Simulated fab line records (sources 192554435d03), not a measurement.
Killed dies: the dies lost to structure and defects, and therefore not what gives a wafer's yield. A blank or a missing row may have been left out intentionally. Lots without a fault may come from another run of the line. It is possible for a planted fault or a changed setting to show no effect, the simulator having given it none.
Matching of chambers -- flow n5_finfet -- N5_DUMMY_GATE_STRIP_41 on rie_diel-03 has 4 sister chambers
The step strips in O2. 14 wafers are shown with their chamber, then 7 later ones without.

== WAFERS WITH THEIR CHAMBER ==
wafer,chamber,showerhead_plenum_p_Torr (Torr),throttle_valve_pct (%),oes_product_au (a.u.)
L075.4,1,2.08,16.4,0.79
L075.5,2,2.02,16.9,0.72
L075.6,1,2.08,16.3,0.78
L082.3,1,2.08,16.4,0.77
L082.4,2,2.01,16.9,0.72
L082.5,1,2.08,16.4,0.77
L083.2,1,2.08,16.4,0.76
L083.5,2,2.01,17.0,0.71
L083.6,0,2.13,16.2,0.90
L088.1,3,2.18,16.7,0.73
L088.3,1,2.07,16.4,0.77
L088.4,0,2.13,16.2,0.88
L089.1,1,2.07,16.4,0.77
L089.4,0,2.13,16.2,0.87

SIGNATURES, as means of the wafers listed above
reading,chamber 0,chamber 1,chamber 2,chamber 3,scatter within a chamber
showerhead_plenum_p_Torr,2.1300,2.0771,2.0133,2.1800,0.00458
throttle_valve_pct,16.200,16.386,16.933,16.700,0.039
oes_product_au,0.8833,0.7729,0.7167,0.7300,0.0104
Rule: for a wafer and a chamber, the distance is found by dividing, reading by reading, the gap between the wafer's reading and the chamber's mean by the reading's scatter, squaring, summing and taking the root. The wafer belongs to the nearest chamber; if the next one is less than 2 further off, it can't be placed. How the scatter is found: for the shown wafers, subtract from each reading the mean of its chamber, square and add these, divide the total by (wafers less chambers), then take the root.

== WAFERS WITHOUT THEIR CHAMBER ==
wafer,showerhead_plenum_p_Torr (Torr),throttle_valve_pct (%),oes_product_au (a.u.)
L089.5,2.13,16.2,0.87
L091.2,2.18,16.7,0.73
L091.3,2.07,16.4,0.75
L091.6,2.13,16.2,0.87
L097.3,2.00,17.0,0.69
L097.5,2.13,16.2,0.86
L097.6,2.18,16.7,0.71

== WHICH CHAMBER EACH ONE RAN IN ==
wafer,from the rows above,in truth
L089.5,0,0
L091.2,3,3
L091.3,1,1
L091.6,0,0
L097.3,2,2
L097.5,0,0
L097.6,3,3
Correct placement for 7 of the 7. Not placeable from these rows: 0. Number placed wrongly: 0.
